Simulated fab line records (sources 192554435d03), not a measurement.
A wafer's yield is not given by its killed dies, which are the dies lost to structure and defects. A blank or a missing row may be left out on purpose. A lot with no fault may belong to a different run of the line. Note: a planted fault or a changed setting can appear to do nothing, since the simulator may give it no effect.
One fault seen from 2 desks | flow n5Finfet | numbers are kept per desk, each desk with only its own; the story behind them comes last

== THE METROLOGY DESK ==
What the gauges read for every lot (on any tool): the sampled wafers with a number, averaged. Marked OUT: a lot whose mean sits more than 4 standard deviations from the usual mean, which makes it out of limits; the brackets give that distance. 7 of its 11 readings are shown, namely those furthest out on some lot.
Columns: A = DIBL_N at N5_BEOL_M4_RC_MEAS_101, usual 36.5 mV/V; B = IOFF_P at N5_BEOL_M4_RC_MEAS_101, usual 0.221 nA/um; C = ION_P at N5_BEOL_M4_RC_MEAS_101, usual 466 uA/um; D = SS_N at N5_BEOL_M4_RC_MEAS_101, usual 71.6 mV/dec; E = SS_P at N5_BEOL_M4_RC_MEAS_101, usual 73.3 mV/dec; F = VT_N at N5_BEOL_M4_RC_MEAS_101, usual 249.2 mV; G = VT_P at N5_BEOL_M4_RC_MEAS_101, usual -249 mV
lot  | first seen here | A    | B     | C   | D    | E    | F     | G
L403 | day 5 19:53     | 36.3 | 0.208 | 465 | 71.4 | 73.7 | 250.9 | -252
L406 | day 6 11:38     | 36.0 | 0.248 | 472 | 72.2 | 73.7 | 249.1 | -245
L407 | day 6 13:37     | 35.2 | 0.194 | 464 | 71.7 | 73.1 | 252.2 | -252
L408 | day 6 22:02     | 36.7 | 0.182 | 458 | 71.6 | 73.2 | 250.7 | -254
L413 | day 9 21:53     | 37.5 | 0.258 | 463 | 72.3 | 73.2 | 248.9 | -245
L415 | day 9 21:57     | 36.4 | 0.218 | 461 | 71.6 | 73.3 | 251.2 | -249
L416 | day 10 05:20    | 35.6 | 0.183 | 461 | 71.6 | 72.8 | 250.5 | -252
L419 | day 10 18:45    | 35.4 | 0.234 | 467 | 72.2 | 73.2 | 248.8 | -247
L424 | day 12 13:59    | 38.3 | 0.247 | 467 | 72.2 | 74.3 | 247.8 | -248
This desk found nothing out of limits on any of the 9 lots.

== AT THE TOOL OWNER'S DESK: rieDiel-04 ==
The tool's own readings at N5_MOL_CONTACT_COAG_ETCH_47 (etches SiNx in CH3F/O2, stops on W, target depth 27 nm): means of the sampled wafers that have a number, for each lot that ran on this tool. Marked OUT: a lot whose mean sits more than 4 standard deviations from the usual mean, which makes it out of limits; the brackets give that distance. Shown are 7 of the 8 readings it has, namely the first that went out of limits plus those furthest out on some lot.
Columns: A = chamberPressureMTorr at N5_MOL_CONTACT_COAG_ETCH_47, usual 29.999 mTorr; B = drypumpMotorCurrentA at N5_MOL_CONTACT_COAG_ETCH_47, usual 5.8 A; C = etchRfOnTimeS at N5_MOL_CONTACT_COAG_ETCH_47, usual 31.1 s; D = oes_o_777_au at N5_MOL_CONTACT_COAG_ETCH_47, usual 0.78 a.u.; E = oesProductAu at N5_MOL_CONTACT_COAG_ETCH_47, usual 0.70 a.u.; F = showerheadPlenumPTorr at N5_MOL_CONTACT_COAG_ETCH_47, usual 2.03 Torr; G = throttleValvePct at N5_MOL_CONTACT_COAG_ETCH_47, usual 16.38 %
lot  | first seen here | A      | B   | C               | D    | E    | F    | G
L403 | day 5 19:20     | 29.990 | 6.1 | 31.4            | 0.74 | 0.65 | 2.01 | 16.52
L406 | day 6 10:58     | 29.990 | 5.7 | 32.7 (+4.7) OUT | 0.77 | 0.66 | 2.05 | 16.31
L407 | day 6 12:56     | 29.989 | 5.4 | 34.3 (+9.0) OUT | 0.75 | 0.64 | 2.05 | 16.53
L413 | day 9 21:21     | 29.965 | 6.1 | 30.8            | 0.82 | 0.74 | 2.07 | 16.15
L424 | day 12 13:20    | 29.993 | 5.7 | 30.7            | 0.78 | 0.70 | 2.06 | 16.40
This desk's finding: out of limits on L406, L407; first on L406, day 6 10:58 (etchRfOnTimeS at N5_MOL_CONTACT_COAG_ETCH_47). L403, L413, L424: within limits.

== TAKEN TOGETHER ==
An alarm could have come from the tool owner's desk at day 6 10:58, on L406, L407.
The metrology desk saw nothing out of limits.
The metrology desk holds a record of L406, L407, inside its limits.
All the named lots went through N5_MOL_CONTACT_COAG_ETCH_47 on rieDiel-04.

== WHAT HAD BEEN PUT IN BY THE SIMULATOR ==
rieDiel-04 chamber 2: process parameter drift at N5_MOL_CONTACT_COAG_ETCH_47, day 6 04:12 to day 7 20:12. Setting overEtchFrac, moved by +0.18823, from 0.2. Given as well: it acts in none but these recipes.
Struck lots among those shown: L406, L407.
How many hours passed from the start of the fault until each desk's first out-of-limits reading: the tool owner's desk, 7.
